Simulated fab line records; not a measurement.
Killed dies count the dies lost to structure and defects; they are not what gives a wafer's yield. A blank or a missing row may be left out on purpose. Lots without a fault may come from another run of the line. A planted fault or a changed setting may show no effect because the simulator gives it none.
2 desks, one fault	flow n5 finfet	only its own numbers are on each desk; what lay behind them is given at the end

## DESK OF THE TOOL OWNER: rie diel-03
The tool's own readings at N5_BEOL_M0_SAQP_ETCH_49 (etches SiO2 in CF4/O2, target depth 37 nm): means of the sampled wafers that have a number, for each lot that ran on this tool. If a lot's mean is further than 4 standard deviations from the usual mean, the lot is out of limits and carries the mark OUT (the distance appears in the brackets).
Columns: A = bias w at N5_BEOL_M0_SAQP_ETCH_49, usual 48.98 W; B = drypump motor current A at N5_BEOL_M0_SAQP_ETCH_49, usual 5.6 A; C = oes product au at N5_BEOL_M0_SAQP_ETCH_49, usual 0.77 a.u.; D = rf fwd power W at N5_BEOL_M0_SAQP_ETCH_49, usual 532.6 W; E = rf vpp V at N5_BEOL_M0_SAQP_ETCH_49, usual 240.5 V; F = showerhead plenum p Torr at N5_BEOL_M0_SAQP_ETCH_49, usual 2.22 Torr; G = throttle valve pct at N5_BEOL_M0_SAQP_ETCH_49, usual 15.79 %
lot	first seen here	A	B	C	D	E	F	G
L549	day 6 02:33	48.85	5.3	0.77	532.1	242.5	2.21	15.68
L562	day 9 13:12	48.92	5.3	0.94	531.8	240.6	2.28	15.76
L563	day 9 15:53	49.04	5.3	0.80	532.8	240.7	2.27	15.83
L564	day 9 19:33	48.97	5.3	0.84	531.8	241.5	2.20	15.77
Result from this desk: across the 4 lots, nothing is out of limits.

## FROM THE METROLOGY DESK
Lot by lot, what the gauges showed, no matter which tool ran the lot: averages of those sampled wafers that carry a number. If a lot's mean is further than 4 standard deviations from the usual mean, the lot is out of limits and carries the mark OUT (the distance appears in the brackets). It has 10 readings; the 7 that lie furthest out on some lot are the ones shown.
Columns: A = DIBL_N at N5_BEOL_M4_RC_MEAS_101, usual 36.3 mV/V; B = IOFF_N at N5_BEOL_M4_RC_MEAS_101, usual 0.157 nA/um; C = IOFF_P at N5_BEOL_M4_RC_MEAS_101, usual 0.206 nA/um; D = ION_N at N5_BEOL_M4_RC_MEAS_101, usual 673 uA/um; E = ION_P at N5_BEOL_M4_RC_MEAS_101, usual 461 uA/um; F = VT_N at N5_BEOL_M4_RC_MEAS_101, usual 249.9 mV; G = VT_P at N5_BEOL_M4_RC_MEAS_101, usual -250.6 mV
lot	first seen here	A	B	C	D	E	F	G
L549	day 8 05:14	36.5	0.151	0.195	672	460	251.1	-252.3
L562	day 11 11:48	37.4	0.201	0.253	688	468	246.0	-245.7
L564	day 11 15:47	36.4	0.141	0.203	667	460	250.3	-250.4
L563	day 11 23:23	36.5	0.152	0.230	679	470	248.1	-246.3
L565	day 12 04:20	36.1	0.163	0.203	675	460	249.1	-250.9
Result from this desk: across the 5 lots, nothing is out of limits.

## ALL TOGETHER
Nothing out of limits was seen by the tool owner's desk.
Metrology desk: nothing out of limits seen.

## WHAT THE SIMULATOR HAD PUT IN
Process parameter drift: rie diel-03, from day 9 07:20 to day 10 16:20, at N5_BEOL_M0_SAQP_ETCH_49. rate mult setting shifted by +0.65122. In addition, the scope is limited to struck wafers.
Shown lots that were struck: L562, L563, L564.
